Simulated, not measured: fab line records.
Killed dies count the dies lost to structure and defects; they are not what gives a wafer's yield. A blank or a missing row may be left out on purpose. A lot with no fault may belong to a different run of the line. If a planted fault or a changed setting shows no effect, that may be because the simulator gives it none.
Which of the tools did it? | flow n5_finfet | 24 lots, 72 wafers sampled, at 5 steps of a route of 1938

== WHAT THE GAUGES READ, wafer by wafer ==
N5_GATE_CUT_OVL_MEAS_14. Usual: GATE_CUT_OVL typically reads 0.4 nm, with standard deviation 0.74.
lot  | measured     | on         | GATE_CUT_OVL (nm) | flag
L074 | day 4 13:03  | overlay-01 | 1.2 1.4 2.0       |
L075 | day 4 18:46  | overlay-02 | 0.2 0.5 -0.8      |
L076 | day 5 01:25  | overlay-02 | 0.1 0.8 0.2       |
L077 | day 5 07:25  | overlay-02 | 1.0 0.6 -0.4      |
L078 | day 5 08:48  | overlay-02 | 0.4 0.8 0.0       |
L079 | day 5 17:48  | overlay-01 | 0.8 0.5 0.2       |
L080 | day 5 22:56  | overlay-01 | 1.0 0.3 1.0       |
L081 | day 6 04:57  | overlay-02 | 1.4 0.7 0.0       |
L082 | day 6 15:29  | overlay-01 | 1.4 0.1 0.6       |
L083 | day 6 22:26  | overlay-01 | 1.1 -0.1 1.0      |
L084 | day 7 00:46  | overlay-02 | 0.7 0.1 -0.6      |
L086 | day 7 10:59  | overlay-02 | -0.6 -0.1 -0.3    |
L085 | day 7 14:02  | overlay-01 | -0.3 1.5 0.4      |
L087 | day 7 21:02  | overlay-01 | 1.0 0.2 0.3       |
L088 | day 7 21:50  | overlay-02 | -2.0 -0.9 -0.7    |
L089 | day 8 05:11  | overlay-01 | 1.2 0.1 1.0       |
L090 | day 8 14:16  | overlay-01 | -0.9 -0.2 -2.1    |
L091 | day 8 18:44  | overlay-02 | 0.0 0.1 0.4       |
L092 | day 9 01:10  | overlay-02 | 1.3 0.4 0.8       |
L093 | day 9 07:55  | overlay-02 | 1.2 1.2 0.6       |
L094 | day 9 12:25  | overlay-01 | 0.9 -0.5 -0.9     |
L095 | day 9 19:03  | overlay-02 | -0.4 0.4 0.9      |
L096 | day 10 02:59 | overlay-01 | -0.8 0.6 0.1      |
L097 | day 10 06:29 | overlay-02 | 0.3 -0.3 1.0      |

== WHAT TOOL EACH LOT RAN ON (gives the tool, then ch and the chambers of the sampled wafers, and finally the start) ==
lot  | N5_HKMG_FIN_ETCHBACK_68           | N5_HKMG_FIN_CMP_94           | N5_GATE_CUT_ETCH_56               | N5_GATE_CUT_SAC_CAP_01
L074 | rie_metal-01 ch 0,1, day 4 06:27  | cmp-03 ch 1,2,3, day 4 08:04 | rie_metal-03 ch 0,1, day 4 08:28  | ald_sin-04 ch 0,1,2, day 4 10:05
L075 | rie_metal-02 ch 0,1, day 4 13:20  | cmp-03 ch 1,3, day 4 14:55   | rie_metal-02 ch 1, day 4 15:18    | ald_sin-02 ch 0,1,3, day 4 15:48
L076 | rie_metal-03 ch 0,1, day 4 19:28  | cmp-04 ch 1,2, day 4 21:05   | rie_metal-01 ch 0,1, day 4 21:28  | ald_sin-04 ch 0,1,2, day 4 22:26
L077 | rie_metal-03 ch 0,1, day 5 00:34  | cmp-04 ch 1,2,3, day 5 02:06 | rie_metal-03 ch 0,1, day 5 02:29  | ald_sin-03 ch 1,2,3, day 5 04:27
L078 | rie_metal-03 ch 0, day 5 03:05    | cmp-04 ch 0,2,3, day 5 04:40 | rie_metal-02 ch 0, day 5 05:10    | ald_sin-02 ch 0,1,3, day 5 05:46
L079 | rie_metal-02 ch 0, day 5 11:58    | cmp-04 ch 0,1,3, day 5 13:41 | rie_metal-03 ch 0, day 5 14:11    | ald_sin-02 ch 1,2,3, day 5 14:50
L080 | rie_metal-01 ch 0,1, day 5 17:04  | cmp-02 ch 1,2,3, day 5 18:38 | rie_metal-01 ch 0,1, day 5 18:59  | ald_sin-02 ch 0,2, day 5 19:58
L081 | rie_metal-03 ch 0,1, day 5 23:35  | cmp-02 ch 0,1,3, day 6 01:08 | rie_metal-01 ch 0,1, day 6 01:30  | ald_sin-04 ch 1,2, day 6 01:59
L082 | rie_metal-02 ch 0,1, day 6 09:59  | cmp-04 ch 0,2, day 6 11:31   | rie_metal-01 ch 0,1, day 6 11:54  | ald_sin-03 ch 0,1,2, day 6 12:23
L083 | rie_metal-03 ch 0,1, day 6 16:49  | cmp-02 ch 1,2,3, day 6 18:29 | rie_metal-02 ch 0,1, day 6 18:52  | ald_sin-02 ch 0,2,3, day 6 19:28
L084 | rie_metal-01 ch 0,1, day 6 19:14  | cmp-03 ch 0,1,3, day 6 20:46 | rie_metal-02 ch 0,1, day 6 21:09  | ald_sin-04 ch 0,2,3, day 6 21:40
L086 | rie_metal-03 ch 0,1, day 7 05:29  | cmp-04 ch 0,2,3, day 7 07:01 | rie_metal-02 ch 0,1, day 7 07:24  | ald_sin-03 ch 0,1,3, day 7 07:53
L085 | rie_metal-01 ch 0,1, day 7 08:40  | cmp-02 ch 2,3, day 7 10:12   | rie_metal-01 ch 0,1, day 7 10:35  | ald_sin-03 ch 0,2, day 7 11:04
L087 | rie_metal-01 ch 0,1, day 7 15:29  | cmp-04 ch 0,1,2, day 7 17:08 | rie_metal-03 ch 0,1, day 7 17:29  | ald_sin-03 ch 0,1, day 7 18:03
L088 | rie_metal-02 ch 0,1, day 7 16:22  | cmp-03 ch 0,1,3, day 7 17:59 | rie_metal-03 ch 0,1, day 7 18:22  | ald_sin-04 ch 0,2, day 7 18:52
L089 | rie_metal-01 ch 0,1, day 7 23:40  | cmp-04 ch 0,2,3, day 8 01:15 | rie_metal-03 ch 0,1, day 8 01:36  | ald_sin-03 ch 0,1,2, day 8 02:05
L090 | rie_metal-03 ch 0,1, day 8 07:21  | cmp-04 ch 0,2,3, day 8 09:02 | rie_metal-03 ch 0,1, day 8 09:22  | ald_sin-03 ch 0,3, day 8 11:10
L091 | rie_metal-03 ch 0,1, day 8 12:27  | cmp-04 ch 1,2, day 8 14:01   | rie_metal-02 ch 0,1, day 8 14:25  | ald_sin-02 ch 1,2,3, day 8 15:46
L092 | rie_metal-02 ch 0,1, day 8 19:11  | cmp-04 ch 0,1,3, day 8 20:50 | rie_metal-01 ch 0,1, day 8 21:11  | ald_sin-02 ch 0,1,3, day 8 22:04
L093 | rie_metal-01 ch 0,1, day 9 02:25  | cmp-02 ch 1,2,3, day 9 03:57 | rie_metal-02 ch 0,1, day 9 04:20  | ald_sin-02 ch 0,2,3, day 9 04:49
L094 | rie_metal-02 ch 0,1, day 9 07:02  | cmp-02 ch 0,1,3, day 9 08:38 | rie_metal-02 ch 0,1, day 9 08:58  | ald_sin-03 ch 0,1,3, day 9 10:30
L095 | rie_metal-01 ch 0,1, day 9 13:38  | cmp-04 ch 0,3, day 9 15:11   | rie_metal-01 ch 0, day 9 15:35    | ald_sin-02 ch 0,3, day 9 16:04
L096 | rie_metal-01 ch 0,1, day 9 20:53  | cmp-02 ch 0,2,3, day 9 22:32 | rie_metal-02 ch 0,1, day 9 22:55  | ald_sin-03 ch 0,1,3, day 10 00:02
L097 | rie_metal-01 ch 0,1, day 10 01:05 | cmp-04 ch 0,2, day 10 02:35  | rie_metal-02 ch 0,1, day 10 03:01 | ald_sin-04 ch 0,3, day 10 03:31
- N5_HKMG_FIN_ETCHBACK_68: etches the open film in Cl2/Ar, stops on HfO2, target depth 0.5 nm.
- N5_HKMG_FIN_CMP_94: polishes, stops on SiNx, t overpolish 4.7 s, target thk 43.299 nm.
- N5_GATE_CUT_ETCH_56: etches TiN in Cl2/Ar, target depth 21.6 nm.
- N5_GATE_CUT_SAC_CAP_01: material SiNx, target thk 24 nm, pulse time 1 s, ald cycles 480.

== WHAT THE TOOLS THEMSELVES READ (means of the sampled wafers that have a number; where no wafer has one, the mark that the record gives instead) ==
N5_HKMG_FIN_ETCHBACK_68. Usual: bias_w 60.01 W, standard deviation 0.19; drypump_motor_current_A 5.48 A, standard deviation 0.22; oes_product_au 0.78 a.u., standard deviation 0.11; throttle_valve_pct 21.06 %, standard deviation 0.26.
lot  | tool         | bias_w (W) | drypump_motor_current_A (A) | oes_product_au (a.u.) | throttle_valve_pct (%) | flag
L074 | rie_metal-01 | 60.01      | 5.38                        | 0.82                  | 20.88                  |
L075 | rie_metal-02 | 59.93      | 5.24                        | 0.65                  | 21.30                  |
L076 | rie_metal-03 | 59.88      | 5.72                        | 0.66                  | 21.26                  |
L077 | rie_metal-03 | 59.90      | 5.72                        | 0.66                  | 21.26                  |
L078 | rie_metal-03 | 60.27      | 5.45                        | 0.81                  | 20.94                  |
L079 | rie_metal-02 | 60.18      | 5.64                        | 0.77                  | 20.97                  |
L080 | rie_metal-01 | 60.17      | 5.37                        | 0.79                  | 20.90                  |
L081 | rie_metal-03 | 59.84      | 5.72                        | 0.92                  | 21.01                  |
L082 | rie_metal-02 | 60.06      | 5.44                        | 0.84                  | 21.04                  |
L083 | rie_metal-03 | 59.99      | 5.59                        | 0.85                  | 20.98                  |
L084 | rie_metal-01 | 60.02      | 5.38                        | 0.79                  | 20.91                  |
L086 | rie_metal-03 | 60.01      | 5.59                        | 0.78                  | 21.05                  |
L085 | rie_metal-01 | 59.99      | 5.38                        | 0.78                  | 20.91                  |
L087 | rie_metal-01 | 60.04      | 5.39                        | 0.72                  | 21.15                  |
L088 | rie_metal-02 | 60.00      | 5.25                        | 0.89                  | 21.11                  |
L089 | rie_metal-01 | 59.90      | 5.37                        | 0.78                  | 20.92                  |
L090 | rie_metal-03 | 60.10      | 5.58                        | 0.84                  | 20.99                  |
L091 | rie_metal-03 | 60.07      | 5.57                        | 0.84                  | 21.00                  |
L092 | rie_metal-02 | 59.93      | 5.44                        | 0.81                  | 21.06                  |
L093 | rie_metal-01 | 59.77      | 5.39                        | 0.77                  | 20.92                  |
L094 | rie_metal-02 | 60.04      | 5.46                        | 0.80                  | 21.06                  |
L095 | rie_metal-01 | 60.03      | 5.43                        | 0.71                  | 21.16                  |
L096 | rie_metal-01 | 59.95      | 5.39                        | 0.76                  | 20.93                  |
L097 | rie_metal-01 | 59.92      | 5.41                        | 0.71                  | 21.15                  |

N5_HKMG_FIN_CMP_94. Usual: motor_current_A 11.9 A, standard deviation 0.85.
lot  | tool   | motor_current_A (A) | flag
L074 | cmp-03 | 12.1                |
L075 | cmp-03 | 11.4                |
L076 | cmp-04 | 11.8                |
L077 | cmp-04 | 11.1                |
L078 | cmp-04 | 11.8                |
L079 | cmp-04 | 11.5                |
L080 | cmp-02 | 12.8                |
L081 | cmp-02 | 12.7                |
L082 | cmp-04 | 12.4                |
L083 | cmp-02 | 12.8                |
L084 | cmp-03 | 11.6                |
L086 | cmp-04 | 12.0                |
L085 | cmp-02 | 12.3                |
L087 | cmp-04 | 11.7                |
L088 | cmp-03 | 11.5                |
L089 | cmp-04 | 11.2                |
L090 | cmp-04 | 11.6                |
L091 | cmp-04 | 11.7                |
L092 | cmp-04 | 11.7                |
L093 | cmp-02 | 13.0                |
L094 | cmp-02 | 12.6                |
L095 | cmp-04 | 11.8                |
L096 | cmp-02 | 12.3                |
L097 | cmp-04 | 12.8                |

N5_GATE_CUT_ETCH_56. Usual: bias_w 59.99 W, standard deviation 0.19; drypump_motor_current_A 5.45 A, standard deviation 0.24; oes_product_au 0.81 a.u., standard deviation 0.11; throttle_valve_pct 21.05 %, standard deviation 0.22.
lot  | tool         | bias_w (W) | drypump_motor_current_A (A) | oes_product_au (a.u.) | throttle_valve_pct (%) | flag
L074 | rie_metal-03 | 60.03      | 5.59                        | 0.75                  | 21.10                  |
L075 | rie_metal-02 | 60.14      | 5.04                        | 0.60                  | 21.42                  |
L076 | rie_metal-01 | 60.02      | 5.39                        | 0.81                  | 20.89                  |
L077 | rie_metal-03 | 59.94      | 5.58                        | 0.75                  | 21.09                  |
L078 | rie_metal-02 | 59.74      | 5.62                        | 0.78                  | 20.96                  |
L079 | rie_metal-03 | 59.96      | 5.46                        | 0.82                  | 20.95                  |
L080 | rie_metal-01 | 59.78      | 5.38                        | 0.79                  | 20.90                  |
L081 | rie_metal-01 | 60.13      | 5.38                        | 0.79                  | 20.90                  |
L082 | rie_metal-01 | 60.06      | 5.43                        | 0.73                  | 21.16                  |
L083 | rie_metal-02 | 60.04      | 5.25                        | 0.92                  | 21.09                  |
L084 | rie_metal-02 | 60.21      | 5.23                        | 0.91                  | 21.10                  |
L086 | rie_metal-02 | 59.86      | 5.24                        | 0.91                  | 21.09                  |
L085 | rie_metal-01 | 60.00      | 5.45                        | 0.73                  | 21.14                  |
L087 | rie_metal-03 | 60.13      | 5.59                        | 0.86                  | 20.98                  |
L088 | rie_metal-03 | 60.12      | 5.71                        | 0.90                  | 20.99                  |
L089 | rie_metal-03 | 59.85      | 5.59                        | 0.85                  | 20.98                  |
L090 | rie_metal-03 | 60.01      | 5.58                        | 0.86                  | 20.97                  |
L091 | rie_metal-02 | 60.06      | 5.25                        | 0.88                  | 21.11                  |
L092 | rie_metal-01 | 60.00      | 5.37                        | 0.77                  | 20.92                  |
L093 | rie_metal-02 | 60.16      | 5.44                        | 0.81                  | 21.05                  |
L094 | rie_metal-02 | 59.97      | 5.44                        | 0.81                  | 21.05                  |
L095 | rie_metal-01 | 59.80      | 5.43                        | 0.67                  | 21.40                  |
L096 | rie_metal-02 | 60.17      | 5.26                        | 0.87                  | 21.10                  |
L097 | rie_metal-02 | 59.98      | 5.43                        | 0.81                  | 21.06                  |

N5_GATE_CUT_SAC_CAP_01. Usual: heater_power_w 802 W, standard deviation 79; precursor_pulse_height_rel 1.000, standard deviation 0.02.
lot  | tool       | heater_power_w (W) | precursor_pulse_height_rel | flag
L074 | ald_sin-04 | 864                | 1.010                      |
L075 | ald_sin-02 | 803                | 1.001                      |
L076 | ald_sin-04 | 844                | 1.019                      |
L077 | ald_sin-03 | 822                | 1.005                      |
L078 | ald_sin-02 | 811                | 0.998                      |
L079 | ald_sin-02 | 728                | 1.001                      |
L080 | ald_sin-02 | 817                | 0.987                      |
L081 | ald_sin-04 | 826                | 1.014                      |
L082 | ald_sin-03 | 801                | 1.011                      |
L083 | ald_sin-02 | 816                | 0.983                      |
L084 | ald_sin-04 | 824                | 0.984                      |
L086 | ald_sin-03 | 805                | 1.008                      |
L085 | ald_sin-03 | 801                | 0.982                      |
L087 | ald_sin-03 | 784                | 0.991                      |
L088 | ald_sin-04 | 882                | 1.001                      |
L089 | ald_sin-03 | 815                | 1.006                      |
L090 | ald_sin-03 | 770                | 1.020                      |
L091 | ald_sin-02 | 740                | 1.019                      |
L092 | ald_sin-02 | 800                | 0.985                      |
L093 | ald_sin-02 | 820                | 1.008                      |
L094 | ald_sin-03 | 800                | 0.996                      |
L095 | ald_sin-02 | 895                | 1.033                      |
L096 | ald_sin-03 | 784                | 0.995                      |
L097 | ald_sin-04 | 840                | 1.020                      |

== THE ANSWER, worked out from the rows above alone ==
Rule: a lot is off if the mean of its wafers that have a number lies more than 3 standard deviations from the usual mean. A lot without any number at a reading at which 4 lots or more have one is off too. All remaining lots with rows at the step are treated as sound. After the gauges, taken in route order, come the tools' own readings; for these a lot's mean is taken, as printed above. The first step at which some lot is off is used, and at that step the reading that is off furthest; a lot without a number counts as furthest.
None of the lots is off at any reading shown; this tells nothing.

== WHAT THE SIMULATOR HAD PUT IN ==
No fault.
